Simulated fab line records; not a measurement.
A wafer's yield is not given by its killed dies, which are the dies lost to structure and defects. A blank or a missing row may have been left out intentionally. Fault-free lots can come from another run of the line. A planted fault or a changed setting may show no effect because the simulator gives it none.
What tool caused it? | flow n5-finfet | 10 lots with 30 wafers sampled at 5 steps, on a route of 1938 steps

== WHAT EACH GAUGE READ, for each wafer ==
N5_WELL_APT_CD_MEAS_25 targets a cd of 200 nm. Usual: cd-nm 200.1 nm, standard deviation 1.9.
lot  | measured    | on        | cd-nm (nm)        | flag
L887 | day 2 09:07 | cd-sem-03 | 200.7 198.6 196.7 |
L890 | day 3 03:26 | cd-sem-02 | 201.0 201.2 201.9 |
L892 | day 3 14:55 | cd-sem-02 | 201.4 199.0 200.4 |
L893 | day 3 21:01 | cd-sem-02 | 198.7 199.8 199.8 |
L894 | day 4 03:49 | cd-sem-03 | 198.4 199.0 197.2 |
L895 | day 4 09:01 | cd-sem-03 | 199.5 197.8 201.1 |
L902 | day 6 03:12 | cd-sem-01 | 198.8 198.6 197.5 |
L903 | day 6 13:44 | cd-sem-02 | 201.7 202.0 200.6 |
L905 | day 6 21:15 | cd-sem-01 | 199.5 197.7 196.2 |
L906 | day 7 03:20 | cd-sem-03 | 198.8 199.2 198.4 |

N5_BEOL_M4_RC_MEAS_101. Usual: DIBL_N 36.2 mV/V, standard deviation 1.7; DIBL_P 36.6 mV/V, standard deviation 1.9; IOFF_N 0.16 nA/um, standard deviation 0.032; IOFF_P 0.21 nA/um, standard deviation 0.037; ION_N 675 uA/um, standard deviation 12; ION_P 460 uA/um, standard deviation 8.1; SS_N 71.4 mV/dec, standard deviation 0.58; SS_P 73.4 mV/dec, standard deviation 0.64; VT_N 249 mV, standard deviation 3.2; VT_P -252 mV, standard deviation 3.4.
lot  | measured     | on        | DIBL_N (mV/V)  | DIBL_P (mV/V)  | IOFF_N (nA/um) | IOFF_P (nA/um) | ION_N (uA/um) | ION_P (uA/um) | SS_N (mV/dec)  | SS_P (mV/dec)  | VT_N (mV)   | VT_P (mV)      | flag
L887 | day 8 15:17  | prober-02 | 38.1 34.9 36.7 | 38.5 35.8 37.3 | 0.19 0.14 0.17 | 0.23 0.19 0.21 | 682 657 676   | 462 450 462   | 72.5 71.9 71.4 | 73.5 72.8 73.5 | 248 253 250 | -250 -253 -253 |
L890 | day 9 08:15  | prober-02 | 35.1 34.4 36.1 | 35.8 34.5 37.2 | 0.15 0.14 0.18 | 0.20 0.19 0.23 | 688 674 681   | 470 460 468   | 71.5 71.0 71.5 | 73.1 72.3 73.6 | 249 246 246 | -250 -252 -248 |
L895 | day 11 02:49 | prober-01 | 34.7 34.1 33.1 | 35.4 35.4 34.1 | 0.14 0.14 0.11 | 0.20 0.21 0.18 | 669 676 649   | 461 460 456   | 70.6 70.5 70.7 | 72.9 72.9 73.4 | 253 250 256 | -251 -247 -251 |
L902 | day 12 03:40 | prober-01 | 34.6 36.3 36.0 | 34.0 37.4 36.6 | 0.14 0.16 0.15 | 0.15 0.19 0.17 | 679 667 680   | 461 451 455   | 70.6 71.6 72.1 | 73.0 73.7 73.5 | 249 250 250 | -256 -254 -256 |
L903 | day 12 18:07 | prober-02 | 36.1 34.3 35.9 | 38.3 35.7 37.9 | 0.17 0.14 0.17 | 0.23 0.19 0.22 | 681 670 683   | 468 466 465   | 71.4 70.0 70.7 | 73.1 73.2 73.0 | 244 251 248 | -250 -252 -250 |
L905 | day 13 02:18 | prober-02 | 36.0 37.7 37.8 | 35.2 37.2 37.0 | 0.16 0.18 0.19 | 0.22 0.24 0.25 | 677 697 692   | 469 471 472   | 70.8 71.9 71.6 | 73.1 73.8 73.7 | 249 247 248 | -249 -246 -247 |
L906 | day 13 07:38 | prober-01 | 38.3 37.1 36.5 | 39.7 37.1 36.0 | 0.20 0.18 0.17 | 0.26 0.22 0.21 | 692 682 682   | 470 466 466   | 71.9 71.8 71.2 | 74.3 74.0 73.5 | 247 248 248 | -247 -251 -250 |

== TOOL THAT RAN EACH LOT (tool first, then ch and the chambers of the sampled wafers, then the start) ==
lot  | N5_WELL_APT_OXIDE_STRIP_42         | N5_FIN_SAQP_HM_DEP_03          | N5_FIN_SAQP_PECVD_48
L887 | wet-bench-03 ch 1,2,4, day 2 10:08 | pecvd-02 ch 0,1,2, day 2 15:37 | pecvd-03 ch 0,1, day 2 15:48
L890 | wet-bench-03 ch 0,1,4, day 3 04:25 | pecvd-01 ch 1,2, day 3 09:04   | pecvd-02 ch 0,1,2, day 3 09:14
L892 | wet-bench-03 ch 0,1,4, day 3 16:38 | -                              | -
L893 | wet-bench-03 ch 0,1,4, day 3 22:15 | -                              | -
L894 | wet-bench-03 ch 2,4,5, day 4 05:06 | -                              | -
L895 | wet-bench-03 ch 3,4,7, day 4 10:17 | pecvd-02 ch 0,1,2, day 4 15:47 | pecvd-03 ch 0,1,2, day 4 15:57
L902 | wet-bench-03 ch 1,4,5, day 6 04:12 | pecvd-02 ch 0,2, day 6 08:49   | pecvd-03 ch 0,1, day 6 08:58
L903 | wet-bench-01 ch 3,4,6, day 6 14:44 | pecvd-01 ch 1,2, day 6 20:47   | pecvd-02 ch 1,2, day 6 20:57
L905 | wet-bench-03 ch 4,5,6, day 6 22:29 | pecvd-02 ch 0,2, day 7 03:32   | pecvd-01 ch 1,2, day 7 03:43
L906 | wet-bench-02 ch 3,4,5, day 7 04:35 | pecvd-01 ch 0,1,2, day 7 09:14 | pecvd-03 ch 0,1, day 7 09:24
- N5_WELL_APT_OXIDE_STRIP_42: strips SiO2 in dHF, time 45 s, target depth 12 nm.
- N5_FIN_SAQP_HM_DEP_03: deposits SiNx from SiH4/NH3/N2, target thk 38 nm, time 33.6 s.
- N5_FIN_SAQP_PECVD_48: deposits SiNx from SiH4/NH3/N2, target thk 25 nm, time 22.1 s.

== WHAT THE TOOLS THEMSELVES READ (means of the sampled wafers that have a number; where no wafer has one, the mark that the record gives instead) ==
N5_WELL_APT_OXIDE_STRIP_42. Usual: bath-heat-duty-pct 6.3 %, standard deviation 0.89; run-length-s 52.5 s, standard deviation 1.9; temp-c 25.00 C, standard deviation 0.11.
lot  | tool         | bath-heat-duty-pct (%) | run-length-s (s) | temp-c (C) | flag
L887 | wet-bench-03 | 7.2                    | 56.9             | 24.94      |
L890 | wet-bench-03 | 6.5                    | 52.1             | 24.96      |
L892 | wet-bench-03 | -                      | -                | -          | OFF
L893 | wet-bench-03 | -                      | -                | -          | OFF
L894 | wet-bench-03 | -                      | -                | -          | OFF
L895 | wet-bench-03 | 7.3                    | 50.9             | 24.96      |
L902 | wet-bench-03 | 6.2                    | 51.6             | 24.95      |
L903 | wet-bench-01 | 6.3                    | 51.9             | 25.03      |
L905 | wet-bench-03 | 6.0                    | 51.0             | 25.04      |
L906 | wet-bench-02 | 6.2                    | 52.0             | 24.83      |

N5_FIN_SAQP_HM_DEP_03. Usual: heater-power-w 759 W, standard deviation 78; showerhead-plenum-p-Torr 5.11 Torr, standard deviation 0.041; showerhead-vpp-V 1049 V, standard deviation 65; susceptor-temp-C 400.00 C, standard deviation 0.21; throttle-valve-pct 39.4 %, standard deviation 1.7.
lot  | tool     | heater-power-w (W) | showerhead-plenum-p-Torr (Torr) | showerhead-vpp-V (V) | susceptor-temp-C (C) | throttle-valve-pct (%) | flag
L887 | pecvd-02 | 735                | 5.13                            | 1080                 | 399.94               | 39.3                   |
L890 | pecvd-01 | 761                | 5.13                            | 1005                 | 400.08               | 39.8                   |
L895 | pecvd-02 | 787                | 5.14                            | 1064                 | 399.81               | 39.3                   |
L902 | pecvd-02 | 767                | 5.13                            | 1141                 | 400.28               | 39.3                   |
L903 | pecvd-01 | 775                | 5.09                            | 1038                 | 400.03               | 40.6                   |
L905 | pecvd-02 | 777                | 5.15                            | 1119                 | 399.97               | 38.4                   |
L906 | pecvd-01 | 743                | 5.10                            | 1003                 | 400.00               | 40.1                   |

N5_FIN_SAQP_PECVD_48. Usual: heater-power-w 773 W, standard deviation 72; showerhead-plenum-p-Torr 5.12 Torr, standard deviation 0.039; showerhead-vpp-V 1070 V, standard deviation 66; susceptor-temp-C 400.02 C, standard deviation 0.23; throttle-valve-pct 39.3 %, standard deviation 1.8.
lot  | tool     | heater-power-w (W) | showerhead-plenum-p-Torr (Torr) | showerhead-vpp-V (V) | susceptor-temp-C (C) | throttle-valve-pct (%) | flag
L887 | pecvd-03 | 822                | 5.13                            | 1086                 | 400.13               | 39.7                   |
L890 | pecvd-02 | 784                | 5.13                            | 1070                 | 400.22               | 39.4                   |
L895 | pecvd-03 | 721                | 5.09                            | 1075                 | 399.79               | 38.6                   |
L902 | pecvd-03 | 772                | 5.14                            | 1077                 | 400.14               | 40.0                   |
L903 | pecvd-02 | 786                | 5.12                            | 1033                 | 400.12               | 40.5                   |
L905 | pecvd-01 | 780                | 5.10                            | 1017                 | 400.04               | 40.9                   |
L906 | pecvd-03 | 838                | 5.11                            | 1092                 | 400.07               | 39.5                   |

== THE ANSWER, worked out from the rows above alone ==
Rule: take the mean of a lot's wafers that have a number; if it is more than 3 standard deviations from the usual mean, the lot is off. Also off: a lot with no number at a reading for which 4 or more lots have one. Where the step has rows for the other lots, those lots are counted as sound. After the gauges, taken in route order, come the tools' own readings; for these a lot's mean is taken, as printed above. At the first step where some lot is off, the reading lying furthest off is the one used; lots without a number count as furthest.
Off: L892, L893, L894 (N5_WELL_APT_OXIDE_STRIP_42, bath-heat-duty-pct). Without a number there: L892, L893, L894.
If a tool, at that step or one of the process steps before it, ran each lot that is off and ran no sound lot following the first of them, it fits. No candidate that was tried fits.

== WHAT THE SIMULATOR PUT IN ==
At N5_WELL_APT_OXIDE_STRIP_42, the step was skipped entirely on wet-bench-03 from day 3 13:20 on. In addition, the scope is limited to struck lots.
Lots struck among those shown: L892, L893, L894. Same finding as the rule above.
